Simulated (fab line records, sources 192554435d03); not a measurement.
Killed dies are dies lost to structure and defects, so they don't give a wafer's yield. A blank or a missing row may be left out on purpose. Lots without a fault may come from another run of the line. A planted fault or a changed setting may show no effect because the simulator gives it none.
fab line records | flow n5_finfet | part 2 of 2: steps 25 to 38 of 38
record lots=5 wafers=15 last_day=17
route steps=1938 shown BEOL_M13@1712 BEOL_M14@1716
lots that met no fault: from a run of the same line without faults
start_h: hours from the record's first day to the start of the lot's first wafer shown | wait_h: hours since the lot's step before | " the same as in the row above | L1.1+2: a row that stands for several wafers | - no value, or no start given | * or withheld: withheld | < > ~ a bound
route shown NAME@n: a module of which the file shows steps, and the number in the route of the first | usual: mean/standard deviation of fault-free wafers | same: alike in all rows | chamber/n: place in a boat | sites: the reading at each site | _std_site: their standard deviation | _edge_site: outer sites' mean less inner sites' | radius_mm: how far each site lies from the wafer's centre | mask NAME#n: copy n | behind: the tool/chamber that last shaped the wafer | hold: why the lot was held/for how many hours/how that ended | device: the transistor (n, p or np) that didn't switch | end of line: the same wafers' tests at the end of the route | a step without rows: its recipe alone | killed: dies lost to structure and defects at the first sort, not the wafer's yield | map: a wafer's dies, x killed, . not, _ none there
set.NAME: the setting as run; set.NAME@STEP: as run at that earlier step | model.NAME: the simulator's own value behind a step, which no gauge read
lots at some steps of the route; a table a step, a row a wafer
services: from which hour (start_h, from the record's first day; less than 0 if before it) a tool's chamber was out of use, for how many hours, and why
## steps
# step N5_BEOL_M14_CD_MEAS_17
# recipe target_cd_nm=250 polarity=opening
# usual cd_nm=249.9/1.7
# columns lot.wafer tool chamber start_h wait_h cd_nm
L074.1 cd_sem-02 - 255.72 0.0 251.1
L074.3 " - " " 250.0
L074.6 " - " " 249.5
L076.4 cd_sem-02 - 269.71 0.0 252.9
L076.5 " - " " 254.2
L076.6 " - " " 250.1
L081.1 cd_sem-03 - 280.25 0.0 247.6
L081.5 " - " " 250.0
L081.6 " - " " 251.9
L094.2 cd_sem-02 - 366.29 0.0 249.2
L094.3 " - " " 248.6
L094.4 " - " " 250.8
L097.1 cd_sem-02 - 377.96 0.0 246.8
L097.4 " - " " 248.3
L097.5 " - " " 248.4
# step N5_BEOL_M14_COAT_65
# recipe resist=SOC temp_c=250 time_s=60 spin_rpm=1500 resist_thk_nm=450
# columns lot.wafer tool chamber start_h wait_h
L074.1+3+6 litho_track-01 0 255.76 0.0
L076.4+5+6 litho_track-04 0 269.75 0.0
L081.1+5+6 litho_track-01 0 280.29 0.0
L094.2+3+4 litho_track-01 0 366.33 0.0
L097.1+4+5 litho_track-01 0 377.99 0.0
# step N5_BEOL_M14_COAT_66
# recipe resist=SiARC temp_c=220 time_s=60 spin_rpm=1500 resist_thk_nm=110
# columns lot.wafer tool chamber start_h wait_h
L074.1+3+6 litho_track-01 0 - -
L076.4+5+6 litho_track-04 0 - -
L081.1+5+6 litho_track-01 0 - -
L094.2+3+4 litho_track-01 0 - -
L097.1+4+5 litho_track-01 0 - -
# step N5_BEOL_M14_COAT_22
# recipe spin_rpm=2888 resist_thk_nm=300
# columns lot.wafer tool chamber start_h wait_h
L074.1+3+6 litho_track-01 0 - -
L076.4+5+6 litho_track-04 0 - -
L081.1+5+6 litho_track-01 0 - -
L094.2+3+4 litho_track-01 0 - -
L097.1+4+5 litho_track-01 0 - -
# step N5_BEOL_M14_EBR_24
# recipe solvent=PGMEA ebr_width_mm=1.5
# columns lot.wafer tool chamber start_h wait_h
L074.1+3+6 litho_track-01 0 - -
L076.4+5+6 litho_track-04 0 - -
L081.1+5+6 litho_track-01 0 - -
L094.2+3+4 litho_track-01 0 - -
L097.1+4+5 litho_track-01 0 - -
# step N5_BEOL_M14_SOFTBAKE_23
# recipe temp_c=130 time_s=60
# columns lot.wafer tool chamber start_h wait_h
L074.1+3+6 litho_track-01 0 - -
L076.4+5+6 litho_track-04 0 - -
L081.1+5+6 litho_track-01 0 - -
L094.2+3+4 litho_track-01 0 - -
L097.1+4+5 litho_track-01 0 - -
# step N5_BEOL_M14_EXPOSE_25
# recipe mask_id=M14 na=0.8 source_shape=annular sigma_inner=0.5 sigma_outer=0.8 polarization=unpolarized target_cd_nm=280 dose_mj=26.6
# columns lot.wafer tool chamber start_h wait_h mask
L074.1+3+6 krf_scanner-02 0 256.00 - M14#0
L076.4+5+6 krf_scanner-02 0 270.01 - M14#0
L081.1+5+6 krf_scanner-01 0 280.53 - M14#0
L094.2+3+4 krf_scanner-01 0 366.61 - M14#0
L097.1+4+5 krf_scanner-01 0 378.17 - M14#0
# step N5_BEOL_M14_PEB_26
# recipe peb_temp_c=130 peb_time_s=90
# columns lot.wafer tool chamber start_h wait_h
L074.1+3+6 litho_track-03 0 256.06 0.1
L076.4+5+6 litho_track-03 0 270.05 0.0
L081.1+5+6 litho_track-03 0 280.59 0.1
L094.2+3+4 litho_track-01 0 366.67 0.0
L097.1+4+5 litho_track-01 0 378.22 0.1
# step N5_BEOL_M14_DEVELOP_27
# recipe develop_time_s=45 rinse_liquid=diw dry=air_spin dev_temp_c=21
# usual developer_temp_C=21.00/0.095
# columns lot.wafer tool chamber start_h wait_h developer_temp_C
L074.1 litho_track-03 0 - - 20.99
L074.3 " 0 " " 21.17
L074.6 " 0 " " 21.22
L076.4 litho_track-03 0 - - 20.97
L076.5 " 0 " " 20.90
L076.6 " 0 " " 20.89
L081.1 litho_track-03 0 - - 21.16
L081.5 " 0 " " 20.96
L081.6 " 0 " " 21.19
L094.2 litho_track-01 0 - - 21.00
L094.3 " 0 " " 20.95
L094.4 " 0 " " 21.04
L097.1 litho_track-01 0 - - 20.96
L097.4 " 0 " " 20.97
L097.5 " 0 " " 21.09
# step N5_BEOL_M14_HARDBAKE_32
# recipe temp_c=130 time_s=120
# columns lot.wafer tool chamber start_h wait_h
L074.1+3+6 litho_track-03 0 - -
L076.4+5+6 litho_track-03 0 - -
L081.1+5+6 litho_track-03 0 - -
L094.2+3+4 litho_track-01 0 - -
L097.1+4+5 litho_track-01 0 - -
# step N5_BEOL_M14_CD_MEAS_28
# recipe target_cd_nm=284.4 landing_energy_ev=500 detector=se_inlens
# usual cd_nm=282.6/1.9
# columns lot.wafer tool chamber start_h wait_h cd_nm
L074.1 cd_sem-03 0 256.17 - 284.9
L074.3 " 0 " " 283.5
L074.6 " 0 " " 284.9
L076.4 cd_sem-03 0 270.17 - 286.5
L076.5 " 0 " " 284.6
L076.6 " 0 " " 283.4
L081.1 cd_sem-02 0 280.70 - 284.4
L081.5 " 0 " " 282.6
L081.6 " 0 " " 285.1
L094.2 cd_sem-03 0 366.78 - 279.8
L094.3 " 0 " " 282.2
L094.4 " 0 " " 282.8
L097.1 cd_sem-02 0 378.34 - 281.2
L097.4 " 0 " " 283.2
L097.5 " 0 " " 280.9
# step N5_BEOL_M14_OVL_MEAS_29
# recipe points_per_wafer=44
# usual M14_OVL=-4/5.2
# columns lot.wafer tool chamber start_h wait_h M14_OVL[nm]
L074.1 overlay-01 0 256.20 0.0 0
L074.3 " 0 " " 2
L074.6 " 0 " " 6
L076.4 overlay-02 0 270.19 0.0 5
L076.5 " 0 " " -1
L076.6 " 0 " " 0
L081.1 overlay-02 0 280.73 0.0 0
L081.5 " 0 " " -1
L081.6 " 0 " " -5
L094.2 overlay-01 0 366.81 0.0 -9
L094.3 " 0 " " 5
L094.4 " 0 " " -9
L097.1 overlay-01 0 378.37 0.0 0
L097.4 " 0 " " -2
L097.5 " 0 " " 0
# step N5_BEOL_M14_INSPECT_30
# recipe mode=adi inspect_instrument=macro
# usual raw_defect_count=2/1.4
# columns lot.wafer tool chamber start_h wait_h raw_defect_count
L074.1 defect_inspect-01 - 256.22 0.0 1
L074.3 " - " " 0
L074.6 " - " " 5
L076.4 defect_inspect-02 - 270.22 0.0 0
L076.5 " - " " 3
L076.6 " - " " 2
L081.1 defect_inspect-02 - 280.76 0.0 4
L081.5 " - " " 0
L081.6 " - " " 1
L094.2 defect_inspect-01 - 366.84 0.0 3
L094.3 " - " " 2
L094.4 " - " " 4
L097.1 defect_inspect-01 - 378.41 0.0 0
L097.4 " - " " 2
L097.5 " - " " 5
# step N5_BEOL_M14_DESCUM_33
# recipe chemistry=O2 time_s=7.9 source_power_w=50 bias_power_w=20 pressure_mtorr=20 rf_frequency_hz=2.712e+07 temp_c=40 o2_flow_sccm=225
# usual drypump_motor_current_A=5.7/0.42 oes_product_au=0.82/0.074 rf_vpp_V=243.0/1.3 showerhead_plenum_p_Torr=2.09/0.066 throttle_valve_pct=20.39/0.24
# columns lot.wafer tool chamber start_h wait_h drypump_motor_current_A oes_product_au rf_hours_counter_h rf_vpp_V showerhead_plenum_p_Torr throttle_valve_pct
L074.1 rie_diel-05 0 256.26 0.0 5.5 0.78 93 244.3 2.21 20.17
L074.3 " 1 " " 5.5 0.71 224 242.1 2.05 20.75
L074.6 " 1 " " 5.5 0.71 - 244.1 2.05 20.74
L076.4 rie_diel-03 1 270.29 0.1 6.7 0.86 61 242.4 2.05 20.46
L076.5 " 3 " " 5.7 0.79 - 244.7 2.18 20.45
L076.6 " 2 " " 5.9 0.83 - 242.1 2.04 20.51
L081.1 rie_diel-01 3 281.05 0.3 5.2 0.81 90 240.6 2.04 20.61
L081.5 " 1 " " 5.5 0.85 - 242.3 2.10 19.97
L081.6 " 2 " " 5.8 0.98 - 242.5 2.05 20.47
L094.2 rie_diel-05 0 366.87 0.0 5.5 0.75 140 245.6 2.19 20.21
L094.3 " 2 " " 6.2 0.87 40 244.0 2.11 20.15
L094.4 " 2 " " 6.2 0.87 - 242.8 2.11 20.16
L097.1 rie_diel-05 0 378.74 0.3 5.6 0.75 147 244.0 2.19 20.24
L097.4 " 3 " " 5.6 0.66 - 243.2 2.05 20.64
L097.5 " 2 " " 6.2 0.87 - 244.1 2.11 20.16
## services
# columns tool chamber start_h hours kind
krf_scanner-02 - 233.92 4.0 pm
krf_scanner-01 - 237.94 4.0 pm
rie_diel-05 2 241.53 4.6 repair
pecvd-02 - 245.16 1.7 repair
wet_bench-04 - 248.69 1.9 pm
krf_scanner-01 - 256.53 1.3 pm
krf_scanner-01 - 257.83 0.8 pm
krf_scanner-02 - 264.10 1.0 pm
krf_scanner-02 - 265.10 0.8 pm
krf_scanner-01 - 278.45 1.0 pm
pecvd-03 - 291.16 6.0 pm
rie_diel-01 0 293.25 34.3 repair
rie_diel-05 2 294.72 3.8 repair
pecvd-04 - 298.18 0.4 repair
rie_diel-05 0 303.23 6.3 repair
wet_bench-03 - 308.80 2.2 repair
pecvd-04 - 310.59 0.5 repair
pecvd-04 - 318.37 0.7 repair
pecvd-04 - 330.29 1.7 repair
pecvd-02 - 334.10 1.0 repair
pecvd-04 - 355.62 1.7 repair
krf_scanner-01 - 358.64 0.9 repair
krf_scanner-02 - 365.53 1.3 pm
krf_scanner-02 - 376.15 4.4 pm
